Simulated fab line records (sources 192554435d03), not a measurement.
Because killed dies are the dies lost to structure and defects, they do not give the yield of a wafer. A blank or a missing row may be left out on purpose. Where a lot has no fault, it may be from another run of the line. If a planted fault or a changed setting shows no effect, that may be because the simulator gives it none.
A struck lot beside a sound one | flow n5Finfet | 15 out of 1938 route steps
Sound: wafers L169.2, L169.4, L169.5. Struck: wafer L179.3 (left out: L179.2, L179.6 of the same lot, which were not struck); the cause appears at the end.
Order at every step that has rows: each side's tool, ch and its chambers, its first start. Under that, the readings that differ: sound wafers | struck wafers | difference of the means | sigmas: that difference in standard deviations of wafers without a fault.
alike: words and numbers the same on both sides, and readings whose means are apart by under 2 such deviations; not compared: readings that were withheld, readings missing a value for some wafer, numbers with overlapping values and no deviation given by the record, and bounds like >300 which may hide the same value.
A row with sigmas, a row that says differs or no value, or rows on one side alone: a step with any of these is where the two part. Numbers that don't overlap but have no deviation are shown without sigmas and don't part them. Lack of a reading on every wafer of one side parts them only where that side has two or more wafers.

first, 8 steps without rows for these wafers: N5_BEOL_M9_COAT_59 (time 60 s, resist thk 100 nm); N5_BEOL_M9_COAT_60 (time 60 s, resist thk 30 nm); N5_BEOL_M9_COAT_05 (resist thk 90 nm); N5_BEOL_M9_EBR_07; N5_BEOL_M9_SOFTBAKE_06 (time 60 s); N5_BEOL_M9_EXPOSE_08 (exposes mask M9); N5_BEOL_M9_PEB_09 (peb time 60 s); N5_BEOL_M9_DEVELOP_10 (develop time 30 s).
N5_BEOL_M9_CD_MEAS_11: the cd target is 64.1 nm.
  sound on cdSem-02 ch 0, day 11 11:11; struck on cdSem-02 ch 0, day 14 00:23
  alike: cdNm
N5_BEOL_M9_OVL_MEAS_12:
  sound on overlay-02 ch 0, day 11 11:13; struck on overlay-02 ch 0, day 14 00:25
  alike: M9_OVL
N5_BEOL_M9_INSPECT_13: inspects for defects (brightfield).
  sound: defectInspect-02 at day 11 11:14; struck: defectInspect-01 at day 14 00:26
  alike: rawDefectCount
N5_BEOL_M9_DESCUM_16: chemistry O2, time 7.9 s.
  sound on rieDiel-03 ch 0,1,3, day 11 12:35; struck on rieDiel-05 ch 0, day 14 00:28
  alike: drypumpMotorCurrentA, oesProductAu, rfVppV, showerheadPlenumPTorr, throttleValvePct
  not compared: rfHoursCounterH
N5_BEOL_M9_ETCH_61: etches SiARC in CF4, target depth 39 nm, time 65 s.
  sound on rieDiel-03 ch 0,1,3, day 11 12:37; struck on rieDiel-05 ch 3, day 14 00:31
reading                      | sound          | struck | difference | sigmas
etchRfOnTimeS (s)            | 64.6 62.2 62.9 | 80.8   | +17.6      | +10
showerheadPlenumPTorr (Torr) | 2.12 2.04 2.14 | 2.26   | +0.16      | +2
  alike: drypumpMotorCurrentA, oesProductAu, rfVppV, throttleValvePct
  not compared: rfHoursCounterH
N5_BEOL_M9_ETCH_62: etches SOC in N2/H2, target depth 110 nm, overetch 22 nm, time 165 s.
  sound on rieDiel-03 ch 0,1,3, day 11 12:40; struck on rieDiel-05 ch 0, day 14 00:34
  alike: drypumpMotorCurrentA, oesProductAu, rfVppV, showerheadPlenumPTorr, throttleValvePct
  not compared: rfHoursCounterH
N5_PASSIVATION_PROBE_49:
  the record holds rows for the sound wafers here (prober-01, day 13 23:04) but none for the struck ones

== WHERE THEY PART ==
Earliest at N5_BEOL_M9_ETCH_61; latest, in this record, at N5_PASSIVATION_PROBE_49.

WHY: whatever the simulator had introduced
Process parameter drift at N5_BEOL_M9_ETCH_61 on rieDiel-05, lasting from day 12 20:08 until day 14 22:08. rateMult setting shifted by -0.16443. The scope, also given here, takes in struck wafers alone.
